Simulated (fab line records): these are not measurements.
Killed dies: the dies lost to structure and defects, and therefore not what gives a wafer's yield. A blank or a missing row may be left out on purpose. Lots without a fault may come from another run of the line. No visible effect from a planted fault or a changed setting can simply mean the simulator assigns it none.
Problem report, 8D (eight disciplines) form, completed by code    flow n5-finfet    the parts of the form that need people (team, actions taken, sign-off) are left out

== 1. WHAT IS WRONG ==
GC_FILL_THK at N5_GATE_CUT_THK_MEAS_24 reads a mean of 182.3 nm on 2 wafers of 1 lot; wafers without a fault read 219.3 nm with a standard deviation of 2.1. Measured from the usual mean, that is -18 standard deviations.
Earliest sighting: wafer L817.3 on film-metro-01 at day 8 13:26. Wafers with a number at this step in the record: 24, from 8 lots. Rule for "out" (also "out of limits"): further than 4 standard deviations from the usual mean. Any other wafer with a number is counted as sound.

== 2. WHAT THIS IS AND IS NOT ==
question                     is                is not
which readings at this step  GC_FILL_THK       -
which lots                   L817              L802, L806, L808, L810, L820, L823, L824
which wafers of those lots   L817.3, L817.5    L817.4
read on which gauges         film-metro-01     film-metro-02
when                         from day 8 13:26  up to then (13 sound wafers); but 9 sound wafers of L820, L823, L824 came after

== 3. WHAT RULES OUT EACH SUSPECT ==
Counting: a tool at a process step up to the reading stays a suspect if it ran every lot that is out. Sound lots after the first of them don't rule it out here, since some wafers of a struck lot are sound.
- the gauge at N5_GATE_CUT_THK_MEAS_24 has been ruled out. All the wafers that are out were read on film-metro-01, but those of them that N5_GATE_CUT_HM_OPEN_40 has rows for are out there too, on other tools.
- rie-metal-02 at N5_GATE_CUT_VAPOR_ETCH_60 (etches HfO2 in BCl3/Cl2): kept. L817, the lot that is out, went through it at day 8 06:53; up to then, the latest sound lot through it was L806 at day 5 13:01.
- pecvd-03 at N5_GATE_CUT_HM_DEP_46 (deposits SiO2 from TEOS/O2, target thk 130 nm, time 26.6 s): kept. L817, the lot that is out, went through it at day 8 10:14; up to then, the latest sound lot through it was L808 at day 6 06:32.
- rie-diel-01 at N5_GATE_CUT_HM_OPEN_40 (chemistry C4F6/O2, target SiO2, target depth 139 nm, time 85.1 s): kept. L817, the lot that is out, went through it at day 8 10:59; up to then, the latest sound lot through it was L810 at day 6 17:32. Out on those wafers are its own readings of etch-rf-on-time-s.
- rie-metal-03 at N5_GATE_CUT_CUT_ETCH_53 (etches W in SF6/Cl2, target depth 79.2 nm): kept. L817, the lot that is out, went through it at day 8 11:14; up to then, the latest sound lot through it was L806 at day 5 16:59.
- Within rie-metal-02 at N5_GATE_CUT_VAPOR_ETCH_60, the wafers that are out were processed in chamber 0 and their sound lot-mates in chamber 1.
- Within rie-diel-01 at N5_GATE_CUT_HM_OPEN_40: the wafers that are out ran in chambers 0, 3; their sound lot-mates ran in chamber 2.
Left after counting: rie-metal-02 at N5_GATE_CUT_VAPOR_ETCH_60, pecvd-03 at N5_GATE_CUT_HM_DEP_46, rie-diel-01 at N5_GATE_CUT_HM_OPEN_40, rie-metal-03 at N5_GATE_CUT_CUT_ETCH_53.

== 4. THE CAUSE (what the simulator had put in) ==
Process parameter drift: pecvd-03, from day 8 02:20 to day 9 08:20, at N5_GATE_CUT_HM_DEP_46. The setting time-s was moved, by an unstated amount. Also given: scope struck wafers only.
This tool is one of the 4 suspects left after counting.

== 5. SEQUENCE OF EFFECTS, ordered by route ==
Each row: a reading where the mean over the struck wafers with a number is more than 3 standard deviations away from the usual. Readings are gone through only where the record gives a usual standard deviation; hours: the median, over the lots, of the time from a lot's start at the first step in this table giving one to that lot's start at this step; sigmas: the change measured in usual standard deviations.
hours  step                     reading            usual     on struck wafers  change  sigmas
0      N5_GATE_CUT_HM_OPEN_40   etch-rf-on-time-s  94.3 s    69.5              -24.8   -11
2      N5_GATE_CUT_THK_MEAS_24  GC_FILL_THK        219.3 nm  182.3             -37.0   -18
It contains these process steps:
- N5_GATE_CUT_HM_OPEN_40: chemistry C4F6/O2, target SiO2, target depth 139 nm, time 85.1 s.
At these later measuring or inspecting steps, every struck wafer for which the step has a row has a number for every such reading, and none has moved that far: N5_BEOL_M4_RC_MEAS_101.

== 6. HOW IT WOULD HAVE BEEN CAUGHT EARLIER ==
The first out-of-limits reading at a measuring or inspecting step in this record came at day 8 13:26, 11 hours after the fault's start at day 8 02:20.
An alarm limit of 4 standard deviations would not have fired on the tool readings at N5_GATE_CUT_HM_DEP_46 for which the record gives a usual standard deviation, since none of them was out on any struck wafer.
By day 8 13:26 the whole set of lots that are out, 1 in number, had already begun N5_GATE_CUT_HM_DEP_46 on pecvd-03. Tool hold at that time: it would have spared none of them.
